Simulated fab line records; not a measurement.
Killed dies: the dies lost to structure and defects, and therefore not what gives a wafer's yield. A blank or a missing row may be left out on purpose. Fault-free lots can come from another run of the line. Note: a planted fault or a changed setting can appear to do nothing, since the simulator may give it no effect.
fab line records	flow nandHarc
record: lots: 12	wafers: 36	lastDay: 24
route steps=1159 shown A_CHANNEL_HOLE_D1@479 A_CHANNEL_FILL_D1@493 END@1159
lots with no fault: from the same line, run without faults
startH: hours from the record's opening day to when the first of the lot's shown wafers began	waitH: time in hours since the lot's previous step	" same as the row above	L1.1+2: a row that stands for several wafers	- no value, or no start was given	* or withheld: withheld	< > ~ a bound
route shown NAME@n: a module of which the file shows steps, and the number in the route of the first	usual: the fault-free wafers' mean and standard deviation	same: alike in all rows	chamber/n: place in a boat	sites: readings site by site	_std_site: how widely they spread, as a standard deviation	_edge_site: inner sites' mean taken away from outer sites' mean	radiusMm: how far each site lies from the wafer's centre	mask NAME#n: copy n	behind: tool/chamber where the wafer was last shaped	hold: the reason the lot was held/the length of the hold in hours/how it ended	device: which transistor (n, p or np) failed to switch	end of line: at the end of the route, the tests of the same wafers	a step given without rows: its recipe and nothing more	killed: the dies lost at the first sort to structure and to defects; this is not the yield of the wafer	map: dies across one wafer; x = killed, . = not, _ = none there
set.NAME: setting as actually run; set.NAME@STEP: the setting as run at that earlier step	model.NAME: the simulator's own value behind a step, which no gauge read
one table for each step of the route and one row for each wafer, over a sample of lots
services: the hour from which a tool's chamber was out of use, counted from the record's first day as startH (under 0 if before that day), plus the number of hours and why
== steps ==
step: NHARC_A_CHANNEL_HOLE_D1_ETCH_33
recipe: biasV: 400	sourceW: 2000	pressureMtorr: 25	timeS: 90	arFlowSccm: 375	c4f8FlowSccm: 41.7	o2FlowSccm: 83.3	tempC: -20	targetDepthA: 4000	chemistry: C4F8/O2/Ar
usual: chamberPressureMTorr: 24.999/0.026	drypumpMotorCurrentA: 5.6/0.35	heBacksideLeakSccm: 5.5/0.49	showerheadPlenumPTorr: 3.78/0.14	tempC: -20.00/0.11	throttleValvePct: 27.618/0.0082
lot.wafer	tool	chamber	startH	waitH	chamberPressureMTorr	drypumpMotorCurrentA	heBacksideLeakSccm	rfHoursCounterH	showerheadPlenumPTorr	tempC	throttleValvePct
L170.2	harEtch-02	0	192.92	0.2	24.970	5.5	6.2	109	3.57	-19.79	27.631
L170.3	"	0	"	"	25.010	5.4	6.2	-	3.57	-19.87	27.616
L170.5	"	1	"	"	25.020	5.9	5.2	-	3.92	-19.91	27.607
L171.2	harEtch-01	0	193.04	0.2	25.003	6.1	5.4	191	3.87	-20.07	27.605
L171.5	"	0	"	"	25.023	6.1	5.3	-	3.87	-20.04	27.615
L171.6	"	1	"	"	25.031	5.1	5.4	-	3.87	-19.90	27.617
L173.2	harEtch-02	0	197.05	0.2	24.980	5.4	5.9	113	3.57	-20.13	27.611
L173.4	"	1	"	"	25.023	5.9	4.7	-	3.91	-20.07	27.617
L173.3	"	0	"	"	25.012	5.4	5.9	-	3.57	-20.24	27.607
L172.1	harEtch-01	0	197.20	0.2	24.999	6.1	5.3	195	3.87	-19.88	27.612
L172.2	"	1	"	"	25.000	5.1	5.4	195	3.87	-19.91	27.622
L172.6	"	1	"	"	25.037	5.1	5.3	-	3.87	-20.08	27.615
L174.2	harEtch-01	0	209.91	0.2	24.994	6.1	5.3	200	3.86	-19.91	27.616
L174.1	"	1	"	"	24.988	5.1	5.2	200	3.86	-20.03	27.634
L174.3	"	0	"	"	25.023	6.1	5.3	-	3.86	-19.73	27.629
L176.1	harEtch-02	0	218.34	0.2	24.975	5.4	6.1	121	3.56	-19.83	27.606
L176.2	"	1	"	"	25.012	5.9	5.2	121	3.91	-20.06	27.614
L176.6	"	1	"	"	24.950	5.9	5.0	-	3.91	-20.04	27.620
L177.2	harEtch-01	0	218.50	0.2	24.986	6.1	5.4	204	3.86	-19.93	27.633
L177.3	"	1	"	"	25.009	5.1	5.3	-	3.86	-20.00	27.622
L177.5	"	1	"	"	24.992	5.1	5.5	-	3.86	-19.99	27.615
L175.2	harEtch-02	0	222.53	0.2	25.047	5.4	6.6	125	3.56	-19.82	27.629
L175.4	"	1	"	"	25.007	5.9	4.9	-	3.91	-19.94	27.606
L175.3	"	0	"	"	25.036	5.4	6.5	-	3.56	-19.97	27.609
L178.2	harEtch-01	0	227.76	0.2	24.981	6.1	5.4	208	3.86	-20.08	27.619
L178.3	"	1	"	"	25.037	5.1	5.3	-	3.86	-20.15	27.621
L178.5	"	0	"	"	24.974	6.1	5.5	-	3.86	-20.07	27.608
L179.2	harEtch-02	0	241.34	0.2	25.054	5.5	6.2	132	3.56	-20.09	27.623
L179.3	"	0	"	"	24.981	5.5	6.1	-	3.56	-19.96	27.607
L179.4	"	1	"	"	24.997	5.9	5.0	-	3.90	-20.16	27.616
L184.4	harEtch-02	0	257.60	0.2	25.038	5.4	5.9	-	3.55	-20.04	27.622
L184.6	"	1	"	"	25.034	5.9	5.3	-	3.90	-19.91	27.616
L184.5	"	0	"	"	24.990	5.4	5.8	-	3.55	-19.98	27.613
L193.2	harEtch-02	0	315.83	0.2	24.997	5.4	5.9	166	3.54	-19.98	27.622
L193.1	"	1	"	"	25.051	5.9	5.4	166	3.88	-19.86	27.632
L193.4	"	1	"	"	24.984	5.9	5.3	-	3.88	-20.03	27.634
step: NHARC_A_CHANNEL_HOLE_D1_ETCH_44
recipe: targetDepthA: 1400	overetchA: 140	timeS: 77	ionEnergyEv: 100	cf4FlowSccm: 80	o2FlowSccm: 20	arFlowSccm: 0	rfW: 300	biasW: 100	chemistry: CF4/O2
usual: chamberPressureMTorr: 30.004/0.026	drypumpMotorCurrentA: 6.0/0.37	oes_o_777_au: 1.000/0.0046	oesProductAu: 0.998/0.0071	rfVppV: 198.2/1.3	showerheadPlenumPTorr: 1.35/0.046	throttleValvePct: 13.398/0.0091
lot.wafer	tool	chamber	startH	waitH	chamberPressureMTorr	drypumpMotorCurrentA	oes_o_777_au	oesProductAu	rfHoursCounterH	rfVppV	showerheadPlenumPTorr	throttleValvePct
L170.2	rieDiel-13	1	193.63	0.1	30.005	5.6	1.007	1.001	5	197.2	1.34	13.400
L170.3	"	0	"	"	29.997	6.2	1.004	1.002	5	196.2	1.33	13.401
L170.5	"	1	"	"	30.036	5.6	0.999	0.988	-	199.4	1.34	13.395
L171.2	rieDiel-03	1	193.78	0.1	30.043	6.2	0.994	1.000	10	197.8	1.34	13.394
L171.5	"	1	"	"	29.996	6.2	1.005	0.998	-	197.7	1.34	13.389
L171.6	"	2	"	"	30.008	5.3	0.999	1.010	-	199.0	1.35	13.387
L173.3	rieDiel-03	3	197.77	0.1	29.931	6.3	0.995	0.999	9	199.7	1.38	13.393
L173.2	"	0	"	"	30.034	6.2	1.005	1.006	10	199.2	1.38	13.396
L173.4	"	1	"	"	29.978	6.2	0.997	1.005	10	197.7	1.34	13.405
L172.1	rieDiel-13	2	197.95	0.0	30.044	5.9	1.004	1.003	6	195.9	1.25	13.401
L172.2	"	1	"	"	30.001	5.7	0.998	1.004	5	197.3	1.34	13.394
L172.6	"	3	"	"	30.008	5.8	0.996	1.005	-	198.5	1.41	13.396
L174.1	rieDiel-08	2	210.66	0.1	29.979	5.6	0.998	0.995	6	198.3	1.39	13.402
L174.3	"	3	"	"	30.003	5.9	1.002	0.999	5	199.8	1.43	13.392
L174.2	"	1	"	"	30.016	6.7	0.998	1.000	5	199.0	1.40	13.406
L176.1	rieDiel-13	3	219.12	0.1	30.056	5.8	1.001	1.004	8	199.1	1.41	13.401
L176.2	"	1	"	"	30.011	5.6	1.000	1.002	6	197.4	1.34	13.407
L176.6	"	3	"	"	30.040	5.8	1.000	1.000	-	198.4	1.41	13.412
L177.3	rieDiel-13	0	219.56	0.4	30.039	6.3	1.004	1.000	7	197.8	1.33	13.405
L177.2	"	1	"	"	30.005	5.6	1.008	0.997	6	198.3	1.34	13.402
L177.5	"	3	"	"	30.014	5.8	1.003	1.000	-	199.2	1.41	13.381
L175.2	rieDiel-13	2	223.24	0.0	29.973	5.9	1.000	0.987	8	196.0	1.25	13.383
L175.4	"	3	"	"	30.019	5.8	0.999	1.003	9	199.4	1.41	13.395
L175.3	"	0	"	"	29.978	6.3	0.996	0.989	7	196.8	1.33	13.405
L178.2	rieDiel-13	1	228.48	0.1	30.004	5.6	0.999	1.009	6	197.5	1.34	13.410
L178.3	"	3	"	"	29.960	5.8	1.003	1.012	9	198.3	1.41	13.399
L178.5	"	1	"	"	29.985	5.6	0.999	0.996	-	197.6	1.34	13.387
L179.2	rieDiel-03	1	242.12	0.1	29.986	6.2	0.993	0.997	1	196.6	1.34	13.388
L179.3	"	2	"	"	30.028	5.3	1.004	1.002	2	198.6	1.34	13.388
L179.4	"	2	"	"	29.986	5.3	1.006	1.000	-	198.7	1.34	13.382
L184.4	rieDiel-13	3	258.26	0.1	30.032	5.8	1.007	1.008	12	198.8	1.41	13.391
L184.5	"	3	"	"	29.989	5.8	1.006	0.994	-	199.8	1.41	13.394
L184.6	"	0	"	"	29.983	6.3	1.003	1.000	-	198.7	1.33	13.416
L193.4	rieDiel-03	3	316.58	0.1	30.025	6.3	1.004	0.998	6	198.6	1.38	13.398
L193.1	"	0	"	"	30.028	6.2	1.007	0.994	7	197.2	1.38	13.401
L193.2	"	2	"	"	30.022	5.2	0.998	1.011	7	198.0	1.34	13.404
step: NHARC_A_CHANNEL_FILL_D1_ALD_03
recipe: targetThkA: 60	pulseTimeS: 60	aldCycles: 58	tempC: 630	pressureTorr: 2	material: SiNx
usual: aldCycles: 58/0	precursorPulseHeightRel: 1.000/0.02
lot.wafer	tool	chamber	startH	waitH	aldCycles	precursorPulseHeightRel
L170.2	aldSinBatch-01	0	-	-	58	1.023
L170.3	"	0	"	"	58	0.988
L170.5	"	0	"	"	58	1.020
L171.2	aldSinBatch-01	0	-	-	58	0.992
L171.5	"	0	"	"	58	0.996
L171.6	"	0	"	"	58	0.998
L172.1	aldSinBatch-01	0	-	-	58	0.994
L172.2	"	0	"	"	58	1.038
L172.6	"	0	"	"	58	0.962
L173.2	aldSinBatch-01	0	-	-	58	0.983
L173.3	"	0	"	"	58	1.010
L173.4	"	0	"	"	58	1.003
L174.1	aldSinBatch-01	0	-	-	58	1.002
L174.2	"	0	"	"	58	0.983
L174.3	"	0	"	"	58	0.970
L176.1	aldSinBatch-02	0	-	-	58	1.041
L176.2	"	0	"	"	58	0.995
L176.6	"	0	"	"	58	0.967
L177.2	aldSinBatch-02	0	-	-	58	1.009
L177.3	"	0	"	"	58	1.017
L177.5	"	0	"	"	58	0.999
L175.2	aldSinBatch-03	0	-	-	58	1.020
L175.3	"	0	"	"	58	0.979
L175.4	"	0	"	"	58	0.977
L178.2	aldSinBatch-02	0	-	-	58	1.000
L178.3	"	0	"	"	58	0.982
L178.5	"	0	"	"	58	0.993
L179.2	aldSinBatch-02	0	-	-	58	0.981
L179.3	"	0	"	"	58	0.994
L179.4	"	0	"	"	58	1.019
L184.4	aldSinBatch-02	0	-	-	58	0.990
L184.5	"	0	"	"	58	0.987
L184.6	"	0	"	"	58	1.003
L193.1	aldSinBatch-02	0	-	-	58	0.977
L193.2	"	0	"	"	58	0.980
L193.4	"	0	"	"	58	1.019
step: NHARC_A_CHANNEL_FILL_D1_ALD_14
recipe: targetThkA: 25	pulseTimeS: 10	aldCycles: 25	tempC: 300	material: SiO2
usual: aldCycles: 25/0	heaterPowerW: 474/36	precursorPulseHeightRel: 1.004/0.023
lot.wafer	tool	chamber	startH	waitH	aldCycles	heaterPowerW	precursorPulseHeightRel
L171.2	aldHk-03	3	201.92	0.1	25	505	1.005
L171.5	"	1	"	"	25	475	0.994
L171.6	"	2	"	"	25	511	1.025
L170.3	aldHk-03	0	202.07	0.3	25	465	0.999
L170.2	"	2	"	"	25	530	1.009
L170.5	"	0	"	"	25	475	0.981
L173.4	aldHk-04	2	207.02	1.1	25	499	1.032
L173.3	"	3	"	"	25	471	0.992
L173.2	"	0	"	"	25	484	0.982
L172.1	aldHk-04	0	207.24	1.3	25	464	1.015
L172.2	"	1	"	"	25	386	0.967
L172.6	"	0	"	"	25	450	0.978
L174.3	aldHk-02	3	218.79	0.0	25	468	0.990
L174.1	"	0	"	"	25	415	0.992
L174.2	"	2	"	"	25	487	0.985
L177.2	aldHk-03	1	227.86	0.1	25	469	1.027
L177.3	"	2	"	"	25	531	1.010
L177.5	"	1	"	"	25	468	0.986
L176.1	aldHk-03	2	228.12	0.3	25	506	0.974
L176.2	"	3	"	"	25	504	1.040
L176.6	"	0	"	"	25	472	1.013
L175.2	aldHk-02	1	232.36	0.9	25	532	1.034
L175.3	"	2	"	"	25	478	1.010
L175.4	"	0	"	"	25	410	0.984
L178.2	aldHk-02	0	239.04	2.4	25	413	0.988
L178.3	"	1	"	"	25	508	1.037
L178.5	"	2	"	"	25	485	1.000
L179.4	aldHk-04	1	248.59	0.1	25	372	0.969
L179.2	"	2	"	"	25	491	1.015
L179.3	"	3	"	"	25	467	0.973
L184.4	aldHk-04	3	269.33	0.1	32	461	1.003
L184.5	"	1	"	"	25	391	1.028
L184.6	"	2	"	"	32	504	0.975
L193.4	aldHk-02	2	324.77	0.0	25	447	0.993
L193.2	"	3	"	"	25	485	1.025
L193.1	"	0	"	"	25	403	1.000
step: NHARC_END_SORT_01
recipe: tempC: 25
usual: killedAtArray: 29/12	killedAtOther: 0.7/1	killedAtPeriphery: 4/3.2	killedDies: 34/12	killedOpen: 3.4/2	killedShort: 1.8/1.3
same: grossDies: 677
lot.wafer	tool	chamber	startH	waitH	killedAtArray	killedAtOther	killedAtPeriphery	killedDies	killedOpen	killedShort
L176.1	prober-02	0	480.35	2.5	32	0	3	35	2	2
L176.2	prober-02	0	481.13	2.8	35	0	5	40	5	2
L176.6	prober-02	0	484.26	3.9	26	0	6	32	4	2
killed by level:class
L176.1 A_SLIT:chamberFilmFlake=19 A_CHANNEL_HOLE_D1:chamberFilmFlake=3 A_CONTACT:chamberFilmFlake=3 A_CONTACT:geometricParticle:open=2 P_STI:chamberFilmFlake=2 A_STAIRCASE:chamberFilmFlake=2 A_BONDPAD:chamberFilmFlake=2 P_CONTACT:geometricParticle:short=1
L176.2 A_SLIT:chamberFilmFlake=18 A_CHANNEL_HOLE_D1:chamberFilmFlake=5 P_STI:chamberFilmFlake=3 A_CONTACT:geometricParticle:open=2 A_BONDPAD:chamberFilmFlake=2 A_ONON_D1:geometricParticle:short=1 A_CHANNEL_HOLE_D1:geometricParticle:open=1 A_CHANNEL_FILL_D1:geometricParticle:short=1
L176.6 A_SLIT:chamberFilmFlake=15 A_CHANNEL_HOLE_D1:chamberFilmFlake=3 P_STI:chamberFilmFlake=2 P_GATE:chamberFilmFlake=2 A_BONDPAD:chamberFilmFlake=2 P_GATE:geometricParticle:open=1 P_M1:geometricParticle:open=1 A_CHANNEL_HOLE_D1:geometricParticle:short=1
== services ==
tool	chamber	startH	hours	kind
rieDiel-13	0	181.50	-	clean
rieDiel-13	1	181.50	-	clean
rieDiel-13	2	181.50	-	clean
rieDiel-13	3	181.50	-	clean
aldHk-04	-	186.00	10.0	pm
rieDiel-08	-	192.67	0.3	repair
rieDiel-13	0	206.00	-	clean
rieDiel-13	1	206.00	-	clean
rieDiel-13	2	206.00	-	clean
rieDiel-13	3	206.00	-	clean
rieDiel-13	1	213.05	1.9	repair
rieDiel-03	-	215.42	9.0	pm
aldSinBatch-01	-	220.61	4.6	repair
rieDiel-08	2	226.59	8.9	repair
rieDiel-13	0	230.50	-	clean
rieDiel-13	1	230.50	-	clean
rieDiel-13	2	230.50	-	clean
rieDiel-03	3	241.81	5.2	repair
rieDiel-13	-	276.00	9.0	pm
rieDiel-13	1	296.23	14.9	repair
rieDiel-13	2	300.98	4.1	repair
rieDiel-08	-	301.80	9.0	pm
harEtch-01	-	306.56	17.0	pm
aldSinBatch-03	-	314.00	26.0	pm
== key ==
firstSign: step: NHARC_A_CHANNEL_FILL_D1_ALD_14	reading: aldCycles	direction: up	sigmas: 99+	usual: 25	struck: 32
effect none on later readings
metAt NHARC_A_CHANNEL_FILL_D1_ALD_14
struckLots L184
struckWafers L184.4,L184.6
testerLeftOut L184
notActingAt NHARC_A_CHANNEL_HOLE_D1_ETCH_33,NHARC_A_CHANNEL_HOLE_D1_ETCH_44,NHARC_A_CHANNEL_FILL_D1_ALD_03
fault: kind: processParameterDrift	tool: aldHk-04	chamber: -	onsetH: 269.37	steps: NHARC_A_CHANNEL_FILL_D1_ALD_14	channel: aldCycles	offset: 7	shape: step	endH: 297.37	scope: struckWafersOnly	actsIn: theseRecipesOnly	stated: 25
testerLeftOut: of these lots the tester's yield and bins aren't shown, on N5 and GAA mostly nor the transistor test; their killed dies are dies lost to structure and defects alone, not to doping, threshold or leakage, so they don't give the yield
